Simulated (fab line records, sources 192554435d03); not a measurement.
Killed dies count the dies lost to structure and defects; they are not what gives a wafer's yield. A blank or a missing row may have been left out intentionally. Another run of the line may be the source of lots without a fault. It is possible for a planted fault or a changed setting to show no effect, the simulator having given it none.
fab line records + flow n5-finfet
record
- lots=10
- wafers=30
- last-day=18
route steps=1938 shown PASS1_CAP@1873 TV_LITHO@1884 TV_OPEN@1887
lots with no fault: from the same line, run without faults
start-h: hours from the record's opening day to when the first of the lot's shown wafers began + wait-h: time in hours since the lot's previous step + " repeats the value in the row above + L1.1+2: one row covering several wafers at once + - either no value or no given start + * or withheld: withheld + < > ~ a bound
route shown NAME@n: NAME is a module with steps in the file, n the number in the route of the first one + usual: mean/standard deviation taken from wafers without a fault + same: alike in all rows + chamber/n: place in a boat + sites: the reading at each site + _std_site: standard deviation of those values + _edge_site: inner sites' mean taken away from outer sites' mean + radius-mm: for every site, how far away it sits from the centre of the wafer + mask NAME#n: copy n + behind: the most recent tool/chamber to have shaped the wafer + hold: what put the lot on hold/how long, in hours/how the hold closed + device: transistor that didn't switch, given as n, p or np + end of line: at the end of the route, the tests of the same wafers + a step without rows: its recipe alone + killed: at the first sort, the dies lost to defects and structure; wafer yield is something else + map: shows each die of a wafer: x if killed, . if not, _ if none is there
set.NAME: the setting as run; set.NAME@STEP: as run at that earlier step + model.NAME: the simulator's own value behind a step, which no gauge read
steps of the route over a sample of lots; a table a step, a row a wafer
services: a tool's chamber out of use, with start hour (start-h, from the record's first day; less than 0 if before it), hours out, and reason
## steps
# step N5_PASSIVATION_PECVD_55
# recipe
- material=SiO2
- target-thk-a=4000
- temp-c=400
- precursor=SiH4/N2O
- pressure-torr=2.7
- rf-w=608
- time-s=22.5
# usual
- heater-power-w=683/65
- showerhead-plenum-p-Torr=8.16/0.087
- throttle-valve-pct=51.6/2.8
| lot.wafer | tool     | chamber | start-h | wait-h | heater-power-w | showerhead-plenum-p-Torr | throttle-valve-pct |
|-----------|----------|---------|---------|--------|----------------|--------------------------|--------------------|
| L282.2    | pecvd-04 | 0       | 276.62  | 0.0    | 644            | 8.08                     | 52.2               |
| L282.5    | "        | 0       | "       | "      | 668            | 8.11                     | 52.4               |
| L282.6    | "        | 1       | "       | "      | 789            | 8.20                     | 49.2               |
| L284.1    | pecvd-02 | 1       | 278.35  | 0.0    | 720            | 8.25                     | 55.5               |
| L284.4    | "        | 2       | "       | "      | 682            | 8.04                     | 54.9               |
| L284.5    | "        | 0       | "       | "      | 693            | 8.23                     | 48.7               |
| L283.1    | pecvd-04 | 1       | 280.12  | 0.0    | 674            | 8.20                     | 49.4               |
| L283.2    | "        | 0       | "       | "      | 720            | 8.08                     | 52.8               |
| L283.4    | "        | 0       | "       | "      | 573            | 8.11                     | 52.2               |
| L291.1    | pecvd-04 | 0       | 325.95  | 0.0    | 680            | 8.09                     | 52.0               |
| L291.5    | "        | 0       | "       | "      | 687            | 8.09                     | 52.5               |
| L291.6    | "        | 2       | "       | "      | 596            | 8.12                     | 49.2               |
| L290.1    | pecvd-04 | 0       | 334.52  | 0.0    | 640            | 8.11                     | 52.2               |
| L290.4    | "        | 2       | "       | "      | 664            | 8.11                     | 49.3               |
| L290.5    | "        | 0       | "       | "      | 659            | 8.09                     | 52.6               |
| L300.3    | pecvd-01 | 0       | 375.06  | 0.0    | 579            | 8.21                     | 52.7               |
| L300.5    | "        | 1       | "       | "      | 793            | 8.03                     | 51.4               |
| L300.6    | "        | 2       | "       | "      | 733            | 8.24                     | 47.1               |
| L302.1    | pecvd-01 | 2       | 392.99  | 0.0    | 773            | 8.22                     | 47.2               |
| L302.4    | "        | 2       | "       | "      | 799            | 8.21                     | 47.5               |
| L302.6    | "        | 0       | "       | "      | 636            | 8.19                     | 52.8               |
| L304.3    | pecvd-01 | 2       | 397.95  | 0.0    | 732            | 8.25                     | 47.5               |
| L304.5    | "        | 2       | "       | "      | 775            | 8.26                     | 47.2               |
| L304.6    | "        | 0       | "       | "      | 652            | 8.20                     | 52.8               |
| L303.2    | pecvd-02 | 1       | 400.54  | 0.0    | 689            | 8.28                     | 55.2               |
| L303.4    | "        | 1       | "       | "      | 691            | 8.29                     | 55.5               |
| L303.5    | "        | 0       | "       | "      | 769            | 8.27                     | 48.7               |
| L298.3    | pecvd-02 | 0       | 417.11  | 0.0    | 733            | 8.27                     | 48.7               |
| L298.4    | "        | 0       | "       | "      | 748            | 8.25                     | 48.9               |
| L298.5    | "        | 2       | "       | "      | 758            | 8.04                     | 56.1               |
# step N5_PASSIVATION_OVL_MEAS_60
# recipe
- points-per-wafer=44
# usual
- TV_OVL=-2/4.2
| lot.wafer | tool       | chamber | start-h | wait-h | TV_OVL[nm] |
|-----------|------------|---------|---------|--------|------------|
| L282.2    | overlay-02 | 0       | 277.06  | 0.0    | -9         |
| L282.5    | "          | 0       | "       | "      | -10        |
| L282.6    | "          | 0       | "       | "      | -5         |
| L284.1    | overlay-01 | 0       | 279.77  | 0.0    | 6          |
| L284.4    | "          | 0       | "       | "      | -2         |
| L284.5    | "          | 0       | "       | "      | 0          |
| L283.1    | overlay-01 | 0       | 280.87  | 0.0    | -5         |
| L283.2    | "          | 0       | "       | "      | 3          |
| L283.4    | "          | 0       | "       | "      | 4          |
| L291.1    | overlay-02 | 0       | 326.66  | 0.0    | -13        |
| L291.5    | "          | 0       | "       | "      | -3         |
| L291.6    | "          | 0       | "       | "      | -8         |
| L290.1    | overlay-01 | 0       | 337.11  | 0.0    | -4         |
| L290.4    | "          | 0       | "       | "      | -3         |
| L290.5    | "          | 0       | "       | "      | -2         |
| L300.3    | overlay-01 | 0       | 375.50  | 0.0    | 3          |
| L300.5    | "          | 0       | "       | "      | -4         |
| L300.6    | "          | 0       | "       | "      | -4         |
| L302.1    | overlay-02 | 0       | 394.03  | 0.0    | -8         |
| L302.4    | "          | 0       | "       | "      | 3          |
| L302.6    | "          | 0       | "       | "      | 1          |
| L304.3    | overlay-02 | 0       | 399.07  | 0.0    | 0          |
| L304.5    | "          | 0       | "       | "      | -1         |
| L304.6    | "          | 0       | "       | "      | 2          |
| L303.2    | overlay-02 | 0       | 402.86  | 0.0    | 0          |
| L303.4    | "          | 0       | "       | "      | -3         |
| L303.5    | "          | 0       | "       | "      | 3          |
| L298.3    | overlay-01 | 0       | 418.36  | 0.0    | -9         |
| L298.4    | "          | 0       | "       | "      | -8         |
| L298.5    | "          | 0       | "       | "      | -5         |
# step N5_PASSIVATION_INSPECT_61
# recipe
- mode=adi
- inspect-instrument=macro
# usual
- raw-defect-count=2.0/1.4
| lot.wafer | tool              | chamber | start-h | wait-h | raw-defect-count |
|-----------|-------------------|---------|---------|--------|------------------|
| L282.2    | defect-inspect-01 | -       | 277.08  | 0.0    | 1                |
| L282.5    | "                 | -       | "       | "      | 1                |
| L282.6    | "                 | -       | "       | "      | 3                |
| L284.1    | defect-inspect-01 | -       | 279.79  | 0.0    | 1                |
| L284.4    | "                 | -       | "       | "      | 3                |
| L284.5    | "                 | -       | "       | "      | 1                |
| L283.1    | defect-inspect-01 | -       | 280.89  | 0.0    | 3                |
| L283.2    | "                 | -       | "       | "      | 2                |
| L283.4    | "                 | -       | "       | "      | 1                |
| L291.1    | defect-inspect-02 | -       | 326.69  | 0.0    | 2                |
| L291.5    | "                 | -       | "       | "      | 2                |
| L291.6    | "                 | -       | "       | "      | 4                |
| L290.1    | defect-inspect-02 | -       | 337.14  | 0.0    | 2                |
| L290.4    | "                 | -       | "       | "      | 2                |
| L290.5    | "                 | -       | "       | "      | 3                |
| L300.3    | defect-inspect-02 | -       | 375.53  | 0.0    | 0                |
| L300.5    | "                 | -       | "       | "      | 3                |
| L300.6    | "                 | -       | "       | "      | 0                |
| L302.1    | defect-inspect-01 | -       | 394.05  | 0.0    | 2                |
| L302.4    | "                 | -       | "       | "      | 2                |
| L302.6    | "                 | -       | "       | "      | 0                |
| L304.3    | defect-inspect-01 | -       | 399.09  | 0.0    | 2                |
| L304.5    | "                 | -       | "       | "      | 3                |
| L304.6    | "                 | -       | "       | "      | 2                |
| L303.2    | defect-inspect-01 | -       | 402.88  | 0.0    | 3                |
| L303.4    | "                 | -       | "       | "      | 1                |
| L303.5    | "                 | -       | "       | "      | 1                |
| L298.3    | defect-inspect-01 | -       | 418.39  | 0.0    | 0                |
| L298.4    | "                 | -       | "       | "      | 2                |
| L298.5    | "                 | -       | "       | "      | 4                |
# step N5_PASSIVATION_PASS_ETCH_74
# recipe
- chemistry=CF4/O2
- target=SiNx
- target-depth-a=2200
- time-s=110
- ion-energy-ev=100
- pressure-mtorr=40
- source-w=535
- bias-w=49
- Ar_flow_sccm=100
- cf4-flow-sccm=100
- O2_flow_sccm=10
# usual
- drypump-motor-current-A=5.8/0.47
- oes-product-au=0.79/0.084
- rf-vpp-V=242/3.7
- showerhead-plenum-p-Torr=2.23/0.074
- throttle-valve-pct=16.10/0.17
# same
- time-s=110
| lot.wafer | tool        | chamber | start-h | wait-h | drypump-motor-current-A | oes-product-au | rf-hours-counter-h | rf-vpp-V | showerhead-plenum-p-Torr | throttle-valve-pct |
|-----------|-------------|---------|---------|--------|-------------------------|----------------|--------------------|----------|--------------------------|--------------------|
| L282.2    | rie-diel-06 | 1       | 277.70  | 0.0    | 6.4                     | 0.73           | 188                | 247      | 2.27                     | 16.37              |
| L282.5    | "           | 1       | "       | "      | 6.4                     | 0.73           | -                  | 247      | 2.27                     | 16.37              |
| L282.6    | "           | 0       | "       | "      | 5.8                     | 0.89           | -                  | 248      | 2.25                     | 16.13              |
| L284.1    | rie-diel-05 | 2       | 280.26  | 0.0    | 5.0                     | 0.85           | 74                 | 242      | 2.15                     | 16.13              |
| L284.4    | "           | 0       | "       | "      | 6.8                     | 0.79           | 132                | 248      | 2.31                     | 15.91              |
| L284.5    | "           | 1       | "       | "      | 5.4                     | 0.74           | -                  | 240      | 2.09                     | 15.95              |
| L283.1    | rie-diel-06 | 1       | 282.63  | 0.0    | 6.3                     | 0.74           | 190                | 249      | 2.27                     | 16.37              |
| L283.2    | "           | 2       | "       | "      | 5.5                     | 0.95           | 12                 | 240      | 2.34                     | 15.79              |
| L283.4    | "           | 3       | "       | "      | 5.9                     | 0.79           | 116                | 241      | 2.14                     | 16.11              |
| L291.1    | rie-diel-05 | 0       | 328.00  | 0.1    | 6.8                     | 0.79           | 136                | 248      | 2.30                     | 15.93              |
| L291.5    | "           | 1       | "       | "      | 5.4                     | 0.75           | -                  | 239      | 2.09                     | 15.95              |
| L291.6    | "           | 0       | "       | "      | 6.8                     | 0.79           | -                  | 248      | 2.30                     | 15.92              |
| L290.1    | rie-diel-06 | 0       | 337.24  | 0.0    | 5.8                     | 0.85           | 47                 | 246      | 2.24                     | 16.19              |
| L290.4    | "           | 1       | "       | "      | 6.4                     | 0.71           | 213                | 244      | 2.26                     | 16.41              |
| L290.5    | "           | 1       | "       | "      | 6.3                     | 0.71           | -                  | 244      | 2.26                     | 16.42              |
| L300.3    | rie-diel-05 | 2       | 375.63  | 0.0    | 5.1                     | 0.83           | 84                 | 242      | 2.14                     | 16.13              |
| L300.5    | "           | 0       | "       | "      | 6.8                     | 0.77           | -                  | 247      | 2.30                     | 15.93              |
| L300.6    | "           | 1       | "       | "      | 5.4                     | 0.73           | -                  | 240      | 2.09                     | 16.00              |
| L302.1    | rie-diel-05 | 0       | 394.15  | 0.0    | 6.8                     | 0.77           | 160                | 246      | 2.30                     | 15.94              |
| L302.4    | "           | 3       | "       | "      | 5.1                     | 0.85           | 56                 | 248      | 2.32                     | 15.91              |
| L302.6    | "           | 1       | "       | "      | 5.4                     | 0.72           | -                  | 239      | 2.09                     | 15.99              |
| L304.3    | rie-diel-06 | 0       | 399.72  | 0.0    | 5.8                     | 0.84           | 63                 | 246      | 2.24                     | 16.22              |
| L304.5    | "           | 0       | "       | "      | 5.8                     | 0.84           | -                  | 246      | 2.24                     | 16.20              |
| L304.6    | "           | 3       | "       | "      | 5.9                     | 0.74           | -                  | 241      | 2.12                     | 16.19              |
| L303.2    | rie-diel-05 | 0       | 403.23  | 0.0    | 6.8                     | 0.76           | 163                | 248      | 2.29                     | 15.95              |
| L303.4    | "           | 1       | "       | "      | 5.4                     | 0.72           | 198                | 239      | 2.08                     | 16.02              |
| L303.5    | "           | 3       | "       | "      | 5.1                     | 0.84           | -                  | 248      | 2.32                     | 15.93              |
| L298.3    | rie-diel-03 | 2       | 418.82  | 0.1    | 6.1                     | 0.90           | -                  | 240      | 2.25                     | 15.97              |
| L298.4    | "           | 3       | "       | "      | 5.6                     | 0.67           | -                  | 237      | 2.18                     | 16.29              |
| L298.5    | "           | 3       | "       | "      | 5.6                     | 0.67           | -                  | 236      | 2.18                     | 16.32              |
# step N5_PASSIVATION_VIA_ETCH_13
# recipe
- chemistry=CHF3/O2
- target=SiO2
- target-depth-a=6600
- CHF3_flow_sccm=50
- O2_flow_sccm=5
- Ar_flow_sccm=200
- time-s=330
- mask-material=PR
- pressure-mtorr=30
- source-w=650
- bias-w=170
- ion-energy-ev=200
- ends=cleared
# usual
- drypump-motor-current-A=5.8/0.47
- etch-rf-on-time-s=237/6.2
- oes-product-au=0.71/0.075
- rf-vpp-V=527/7.9
- showerhead-plenum-p-Torr=2.43/0.082
- throttle-valve-pct=19.01/0.16
| lot.wafer | tool        | chamber | start-h | wait-h | drypump-motor-current-A | etch-rf-on-time-s | oes-product-au | rf-hours-counter-h | rf-vpp-V | showerhead-plenum-p-Torr | throttle-valve-pct |
|-----------|-------------|---------|---------|--------|-------------------------|-------------------|----------------|--------------------|----------|--------------------------|--------------------|
| L282.2    | rie-diel-06 | 1       | 277.79  | 0.0    | 6.3                     | 235               | 0.67           | 188                | 537      | 2.49                     | 19.32              |
| L282.5    | "           | 1       | "       | "      | 6.3                     | 240               | 0.67           | -                  | 537      | 2.49                     | 19.32              |
| L282.6    | "           | 0       | "       | "      | 5.8                     | 237               | 0.82           | -                  | 534      | 2.46                     | 19.09              |
| L284.1    | rie-diel-05 | 2       | 280.35  | 0.0    | 5.0                     | 232               | 0.76           | 74                 | 526      | 2.35                     | 19.05              |
| L284.4    | "           | 0       | "       | "      | 6.8                     | 240               | 0.71           | 132                | 538      | 2.53                     | 18.83              |
| L284.5    | "           | 1       | "       | "      | 5.4                     | 244               | 0.67           | -                  | 523      | 2.30                     | 18.85              |
| L283.1    | rie-diel-06 | 1       | 282.72  | 0.0    | 6.3                     | 242               | 0.66           | 190                | 537      | 2.49                     | 19.33              |
| L283.2    | "           | 2       | "       | "      | 5.4                     | 227               | 0.85           | 12                 | 529      | 2.58                     | 18.79              |
| L283.4    | "           | 3       | "       | "      | 5.9                     | 243               | 0.72           | 116                | 526      | 2.34                     | 19.04              |
| L291.1    | rie-diel-05 | 0       | 328.14  | 0.1    | 6.8                     | 238               | 0.72           | 136                | 538      | 2.53                     | 18.83              |
| L291.5    | "           | 1       | "       | "      | 5.4                     | 375               | 0.68           | -                  | 521      | 2.29                     | 18.87              |
| L291.6    | "           | 0       | "       | "      | 6.8                     | 240               | 0.71           | -                  | 538      | 2.53                     | 18.84              |
| L290.1    | rie-diel-06 | 0       | 337.33  | 0.0    | 5.8                     | 235               | 0.78           | 47                 | 532      | 2.45                     | 19.12              |
| L290.4    | "           | 1       | "       | "      | 6.3                     | 241               | 0.65           | 213                | 537      | 2.48                     | 19.34              |
| L290.5    | "           | 1       | "       | "      | 6.4                     | 373               | 0.68           | -                  | 536      | 2.48                     | 19.38              |
| L300.3    | rie-diel-05 | 2       | 375.72  | 0.0    | 5.1                     | 221               | 0.75           | 84                 | 527      | 2.35                     | 19.08              |
| L300.5    | "           | 0       | "       | "      | 6.8                     | 227               | 0.70           | -                  | 537      | 2.52                     | 18.88              |
| L300.6    | "           | 1       | "       | "      | 5.4                     | 237               | 0.66           | -                  | 521      | 2.29                     | 18.90              |
| L302.1    | rie-diel-05 | 0       | 394.24  | 0.0    | 6.8                     | 236               | 0.70           | 160                | 537      | 2.52                     | 18.89              |
| L302.4    | "           | 3       | "       | "      | 5.1                     | 233               | 0.77           | 56                 | 539      | 2.53                     | 18.77              |
| L302.6    | "           | 1       | "       | "      | 5.4                     | 240               | 0.65           | -                  | 521      | 2.28                     | 18.90              |
| L304.3    | rie-diel-06 | 0       | 399.81  | 0.0    | 5.8                     | 239               | 0.76           | 63                 | 533      | 2.44                     | 19.14              |
| L304.5    | "           | 0       | "       | "      | 5.8                     | 239               | 0.76           | -                  | 534      | 2.44                     | 19.15              |
| L304.6    | "           | 3       | "       | "      | 5.9                     | 246               | 0.68           | -                  | 524      | 2.32                     | 19.11              |
| L303.2    | rie-diel-05 | 0       | 403.32  | 0.0    | 6.8                     | 237               | 0.70           | 163                | 539      | 2.52                     | 18.89              |
| L303.4    | "           | 1       | "       | "      | 5.4                     | 242               | 0.65           | 198                | 520      | 2.28                     | 18.92              |
| L303.5    | "           | 3       | "       | "      | 5.1                     | 232               | 0.78           | -                  | 541      | 2.53                     | 18.78              |
| L298.3    | rie-diel-03 | 2       | 419.01  | 0.1    | 6.1                     | 232               | 0.80           | -                  | 523      | 2.45                     | 18.85              |
| L298.4    | "           | 3       | "       | "      | 5.6                     | 242               | 0.60           | -                  | 512      | 2.37                     | 19.13              |
| L298.5    | "           | 3       | "       | "      | 5.7                     | 244               | 0.60           | -                  | 513      | 2.37                     | 19.12              |
## services
| tool        | chamber | start-h | hours | kind                          |
|-------------|---------|---------|-------|-------------------------------|
| pecvd-01    | 1       | 260.05  | 5.9   | repair                        |
| pecvd-02    | -       | 265.18  | 2.9   | repair                        |
| pecvd-02    | -       | 268.09  | 2.8   | pm                            |
| rie-diel-03 | -       | 272.44  | 14.6  | pm                            |
| pecvd-02    | 2       | 301.28  | 5.5   | scheduled-down                |
| rie-diel-03 | 2       | 302.30  | -     | clean                         |
| rie-diel-03 | 2       | 302.30  | -     | consumable-replace:focus-ring |
| rie-diel-03 | 2       | 302.30  | 18.9  | scheduled-down                |
| rie-diel-03 | 2       | 302.30  | 18.9  | vent-cycle                    |
| pecvd-02    | 0       | 309.92  | 5.5   | scheduled-down                |
| rie-diel-05 | 3       | 311.98  | 18.2  | repair                        |
| pecvd-02    | -       | 323.87  | 14.6  | pm                            |
| rie-diel-05 | 2       | 324.13  | 30.9  | repair                        |
| pecvd-04    | 1       | 378.30  | 10.9  | repair                        |
| rie-diel-06 | 0       | 381.91  | 6.4   | repair                        |
| rie-diel-03 | 0       | 382.74  | 5.6   | repair                        |
| rie-diel-03 | 1       | 386.53  | 2.1   | repair                        |
| pecvd-04    | 1       | 389.33  | -     | clean                         |
| pecvd-04    | 1       | 389.33  | -     | consumable-replace:showerhead |
| pecvd-04    | 1       | 389.33  | 29.0  | scheduled-down                |
| pecvd-04    | 1       | 389.33  | 29.0  | vent-cycle                    |
| pecvd-04    | 0       | 397.30  | 8.2   | repair                        |
| pecvd-04    | -       | 403.90  | 1.1   | repair                        |
| pecvd-01    | 0       | 415.46  | 2.1   | scheduled-down                |
## key
first-sign
- step=N5_PASSIVATION_VIA_ETCH_13
- reading=etch-rf-on-time-s
- direction=up
- sigmas=22
- usual=*
- struck=*
effect none on later readings
met-at N5_PASSIVATION_PECVD_55
struck-lots L290,L291
struck-wafers L290.5,L291.5
not-acting-at N5_PASSIVATION_OVL_MEAS_60,N5_PASSIVATION_INSPECT_61,N5_PASSIVATION_PASS_ETCH_74
onset-between 280.12 325.95
fault
- kind=process-parameter-drift
- tool=pecvd-04
- chamber=-
- onset-h=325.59
- steps=N5_PASSIVATION_PECVD_55
- channel=time-s
- offset=*
- shape=step
- end-h=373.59
- scope=struck-wafers-only
- acts-in=*
- stated=*
